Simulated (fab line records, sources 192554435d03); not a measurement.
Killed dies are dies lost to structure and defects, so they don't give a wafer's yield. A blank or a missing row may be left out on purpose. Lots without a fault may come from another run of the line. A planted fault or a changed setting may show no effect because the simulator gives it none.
fab line records | flow n5_finfet | part 2 of 2: steps 5 to 6 of 6
record lots=24 wafers=72 last_day=18
route steps=1938 shown BEOL_M5@1176 BEOL_M6@1194 BEOL_M7@1264
lots that met no fault: from a run of the same line without faults
start_h: hours from the record's first day to the start of the lot's first wafer shown | wait_h: hours since the lot's step before | " the same as in the row above | L1.1+2: a row that stands for several wafers | - no value, or no start given | * or withheld: withheld | < > ~ a bound
route shown NAME@n: a module of which the file shows steps, and the number in the route of the first | usual: mean/standard deviation of fault-free wafers | same: alike in all rows | chamber/n: place in a boat | sites: the reading at each site | _std_site: their standard deviation | _edge_site: outer sites' mean less inner sites' | radius_mm: how far each site lies from the wafer's centre | mask NAME#n: copy n | behind: the tool/chamber that last shaped the wafer | hold: why the lot was held/for how many hours/how that ended | device: the transistor (n, p or np) that didn't switch | end of line: the same wafers' tests at the end of the route | a step without rows: its recipe alone | killed: dies lost to structure and defects at the first sort, not the wafer's yield | map: a wafer's dies, x killed, . not, _ none there
set.NAME: the setting as run; set.NAME@STEP: as run at that earlier step | model.NAME: the simulator's own value behind a step, which no gauge read
steps of the route over a sample of lots; a table a step, a row a wafer
services: from which hour (start_h, from the record's first day; less than 0 if before it) a tool's chamber was out of use, for how many hours, and why
## steps
# step N5_BEOL_M6_ETCH_41
# recipe chemistry=CH3F/O2 target=SiCN target_depth_a=297 taper_deg=2 time_s=52 ion_energy_ev=120 mask_material=TiN pressure_mtorr=30 source_w=395 bias_w=75 Ar_flow_sccm=150 CH3F_flow_sccm=30 O2_flow_sccm=20
# usual drypump_motor_current_A=5.6/0.52 oes_product_au=0.84/0.086 rf_vpp_V=297.2/1.8 showerhead_plenum_p_Torr=2.00/0.081 throttle_valve_pct=16.21/0.22
# columns lot.wafer tool chamber start_h wait_h drypump_motor_current_A oes_product_au rf_hours_counter_h rf_vpp_V showerhead_plenum_p_Torr throttle_valve_pct
L074.2 rie_diel-01 0 - - 6.0 0.76 127 297.5 2.02 16.35
L074.3 " 2 " " 5.2 0.98 2 296.1 1.96 15.76
L074.5 " 2 " " 5.1 0.98 - 296.9 1.96 15.77
L075.1 rie_diel-02 0 - - 5.6 0.72 192 295.5 1.89 16.36
L075.5 " 0 " " 5.6 0.72 - 296.2 1.89 16.35
L075.6 " 3 " " 6.6 0.68 - 296.2 1.89 16.11
L076.1 rie_diel-06 3 - - 5.3 0.90 24 296.4 1.96 15.88
L076.3 " 2 " " 5.5 0.83 67 297.3 2.01 16.49
L076.5 " 1 " " 4.9 0.79 - 297.0 2.02 16.16
L077.2 rie_diel-06 3 - - 5.3 0.90 24 296.4 1.96 15.88
L077.5 " 1 " " 4.9 0.79 - 295.6 2.02 16.15
L077.6 " 0 " " 5.5 0.94 - 300.2 2.13 16.07
L078.3 rie_diel-06 1 - - 4.9 0.78 133 297.3 2.01 16.15
L078.5 " 0 " " 5.5 0.93 - 298.1 2.13 16.08
L078.6 " 1 " " 4.9 0.78 - 296.8 2.01 16.16
L079.2 rie_diel-01 3 - - 6.1 0.89 30 296.2 1.97 16.34
L079.5 " 0 " " 6.0 0.76 - 297.0 2.01 16.36
L079.6 " 1 " " 6.7 0.92 - 296.2 1.96 16.30
L081.1 rie_diel-01 3 - - 6.0 0.88 34 295.5 1.97 16.35
L081.4 " 2 " " 5.1 0.94 - 295.6 1.96 15.80
L081.6 " 3 " " 6.0 0.89 - 296.9 1.97 16.34
L080.2 rie_diel-06 3 - - 5.2 0.88 37 296.9 1.96 15.90
L080.3 " 1 " " 4.9 0.77 142 296.0 2.01 16.17
L080.6 " 1 " " 4.9 0.78 - 294.9 2.01 16.16
L082.1 rie_diel-01 3 - - 6.1 0.89 36 297.6 1.97 16.36
L082.2 " 1 " " 6.7 0.91 27 297.5 1.95 16.30
L082.5 " 2 " " 5.2 0.93 - 296.0 1.96 15.77
L083.2 rie_diel-02 2 - - 5.4 0.90 33 299.0 2.13 16.20
L083.5 " 2 " " 5.4 0.90 - 300.3 2.13 16.20
L083.6 " 3 " " 6.5 0.67 - 294.2 1.88 16.18
L084.1 rie_diel-02 3 - - 6.5 0.67 238 295.8 1.88 16.17
L084.5 " 1 " " 5.3 0.98 - 299.3 2.15 16.06
L084.6 " 0 " " 5.6 0.70 - 294.6 1.89 16.41
L085.2 rie_diel-06 1 - - 4.9 0.78 147 296.9 2.01 16.19
L085.3 " 0 " " 5.5 0.90 30 299.5 2.12 16.11
L085.5 " 3 " " 5.3 0.87 - 295.6 1.95 15.92
L086.1 rie_diel-01 0 - - 6.0 0.74 151 298.0 2.01 16.40
L086.5 " 2 " " 5.1 0.92 - 296.3 1.95 15.81
L086.6 " 3 " " 6.0 0.86 - 294.9 1.97 16.37
L087.2 rie_diel-01 0 - - 6.0 0.74 154 298.3 2.01 16.38
L087.3 " 3 " " 6.1 0.86 47 296.4 1.96 16.36
L087.5 " 0 " " 6.0 0.74 - 296.8 2.01 16.38
L089.1 rie_diel-02 3 - - 6.5 0.65 251 293.8 1.88 16.18
L089.2 " 0 " " 5.6 0.69 226 293.9 1.88 16.42
L089.5 " 2 " " 5.4 0.86 - 299.6 2.12 16.23
L091.1 rie_diel-02 2 - - 5.4 0.87 49 300.2 2.12 16.23
L091.2 " 0 " " 5.5 0.68 227 295.8 1.88 16.44
L091.5 " 1 " " 5.3 0.93 - 298.0 2.14 16.07
L090.1 rie_diel-06 0 - - 5.6 0.89 42 299.5 2.12 16.15
L090.3 " 2 " " 5.5 0.82 95 297.6 2.00 16.53
L090.4 " 1 " " 4.9 0.77 159 296.4 2.01 16.21
L088.1 rie_diel-06 3 - - 5.3 0.85 57 295.4 1.95 15.97
L088.3 " 1 " " 4.9 0.76 161 297.1 2.01 16.22
L088.5 " 3 " " 5.3 0.86 - 295.4 1.95 15.96
L092.1 rie_diel-06 1 - - 4.9 0.76 163 295.1 2.00 16.20
L092.2 " 3 " " 5.3 0.85 58 296.5 1.95 15.97
L092.3 " 0 " " 5.6 0.88 45 299.6 2.12 16.16
L095.2 rie_diel-01 3 - - 6.1 0.85 61 294.6 1.96 16.40
L095.3 " 0 " " 6.0 0.74 167 297.9 2.00 16.42
L095.4 " 2 " " 5.1 0.89 48 295.0 1.95 15.86
L094.2 rie_diel-02 0 - - 5.6 0.68 241 295.6 1.88 16.46
L094.4 " 2 " " 5.4 0.85 64 298.0 2.12 16.27
L094.5 " 0 " " 5.6 0.68 - 294.7 1.88 16.47
L093.1 rie_diel-01 1 - - 6.7 0.84 63 296.5 1.94 16.39
L093.4 " 0 " " 6.0 0.72 176 298.0 2.00 16.44
L093.5 " 3 " " 6.0 0.83 - 297.9 1.96 16.43
L096.2 rie_diel-02 0 - - 5.6 0.68 246 294.4 1.88 16.48
L096.3 " 2 " " 5.4 0.85 69 299.2 2.11 16.27
L096.6 " 1 " " 5.4 0.90 - 299.8 2.14 16.12
L097.1 rie_diel-06 0 - - 5.5 0.85 65 300.8 2.11 16.17
L097.5 " 3 " " 5.3 0.82 - 296.6 1.94 16.00
L097.6 " 0 " " 5.5 0.85 - 300.7 2.11 16.18
# step N5_BEOL_M7_CURE_74
# recipe temp_c=385 time_s=240 ambient=He/Ar material=SiCOH_lowk
# usual lamp_power_pct=52.31/0.057 wafer_temp_C_max=386.9/0.73
# columns lot.wafer tool chamber start_h wait_h lamp_power_pct wafer_temp_C_max
L074.2 uv_cure-02 2 193.11 0.1 52.31 387.6
L074.3 " 2 " " 52.30 387.2
L074.5 " 2 " " 52.33 387.1
L075.1 uv_cure-01 1 199.38 0.1 52.31 385.5
L075.5 " 1 " " 52.29 385.9
L075.6 " 1 " " 52.41 387.0
L076.1 uv_cure-02 0 202.26 0.0 52.33 387.0
L076.3 " 0 " " 52.32 387.1
L076.5 " 0 " " 52.34 387.0
L077.2 uv_cure-03 0 205.51 0.1 52.32 386.9
L077.5 " 0 " " 52.28 387.5
L077.6 " 0 " " 52.31 387.1
L078.3 uv_cure-01 0 215.31 0.2 52.25 387.1
L078.5 " 0 " " 52.37 387.6
L078.6 " 0 " " 52.31 387.0
L079.2 uv_cure-01 0 224.07 0.1 52.36 387.5
L079.5 " 0 " " 52.34 387.5
L079.6 " 0 " " 52.39 387.4
L081.1 uv_cure-01 1 239.92 0.0 52.31 386.3
L081.4 " 1 " " 52.32 386.6
L081.6 " 1 " " 52.31 386.7
L080.2 uv_cure-01 2 241.33 0.2 52.23 386.4
L080.3 " 2 " " 52.26 387.0
L080.6 " 2 " " 52.31 386.9
L082.1 uv_cure-03 2 245.38 0.0 52.38 386.6
L082.2 " 2 " " 52.17 386.1
L082.5 " 2 " " 52.28 386.3
L083.2 uv_cure-03 0 249.92 0.4 52.32 386.9
L083.5 " 0 " " 52.34 386.9
L083.6 " 0 " " 52.39 387.0
L084.1 uv_cure-03 0 257.40 0.0 52.40 386.7
L084.5 " 0 " " 52.25 387.1
L084.6 " 0 " " 52.34 387.1
L085.2 uv_cure-03 2 262.17 0.4 52.29 386.3
L085.3 " 2 " " 52.24 386.4
L085.5 " 2 " " 52.32 386.5
L086.1 uv_cure-02 1 269.79 0.4 52.32 388.9
L086.5 " 1 " " 52.33 387.9
L086.6 " 1 " " 52.31 388.8
L087.2 uv_cure-01 1 279.52 0.1 52.34 387.0
L087.3 " 1 " " 52.33 386.2
L087.5 " 1 " " 52.34 386.7
L089.1 uv_cure-03 2 291.92 0.0 52.28 386.1
L089.2 " 2 " " 52.44 386.9
L089.5 " 2 " " 52.32 386.4
L091.1 uv_cure-01 0 294.86 0.0 52.27 386.3
L091.2 " 0 " " 52.31 386.4
L091.5 " 0 " " 52.31 386.8
L090.1 uv_cure-02 2 297.33 0.1 52.28 387.1
L090.3 " 2 " " 52.20 387.4
L090.4 " 2 " " 52.36 387.1
L088.1 uv_cure-02 1 303.18 0.0 52.38 388.7
L088.3 " 1 " " 52.31 388.7
L088.5 " 1 " " 52.19 388.1
L092.1 uv_cure-02 1 308.85 0.0 52.39 388.4
L092.2 " 1 " " 52.32 388.2
L092.3 " 1 " " 52.30 387.7
L095.2 uv_cure-03 0 315.33 0.1 52.27 386.8
L095.3 " 0 " " 52.35 386.4
L095.4 " 0 " " 52.45 386.9
L094.2 uv_cure-01 1 325.33 0.2 52.34 386.2
L094.4 " 1 " " 52.36 386.0
L094.5 " 1 " " 52.26 386.6
L093.1 uv_cure-03 2 340.09 0.0 52.19 386.5
L093.4 " 2 " " 52.32 386.0
L093.5 " 2 " " 52.35 386.3
L096.2 uv_cure-03 1 343.54 0.1 52.33 385.4
L096.3 " 1 " " 52.31 385.6
L096.6 " 1 " " 52.16 385.7
L097.1 uv_cure-01 2 365.25 0.3 52.35 386.6
L097.5 " 2 " " 52.23 386.8
L097.6 " 2 " " 52.32 386.5
## services
# columns tool chamber start_h hours kind
uv_cure-02 - 157.26 1.0 pm
uv_cure-02 - 160.76 13.8 repair
uv_cure-01 - 182.23 10.5 repair
pecvd-04 0 185.10 15.7 repair
uv_cure-03 - 187.80 2.1 repair
pecvd-02 - 193.63 1.1 repair
pecvd-03 - 200.41 0.4 repair
rie_diel-02 1 209.60 1.2 repair
rie_diel-06 2 212.80 6.6 repair
pecvd-03 0 214.70 6.0 repair
uv_cure-03 - 220.92 7.5 pm
pecvd-02 2 227.03 2.5 repair
pecvd-04 - 229.60 7.4 repair
rie_diel-01 0 231.78 6.0 repair
rie_diel-02 0 262.90 4.5 repair
uv_cure-01 - 267.92 2.1 pm
uv_cure-01 - 307.00 3.4 pm
pecvd-03 - 309.27 0.5 repair
uv_cure-03 - 311.58 2.1 pm
pecvd-04 - 319.34 11.9 repair
rie_diel-06 0 323.70 2.2 repair
pecvd-02 - 326.81 1.8 repair
uv_cure-01 - 354.79 7.5 pm
pecvd-03 - 358.62 2.8 repair
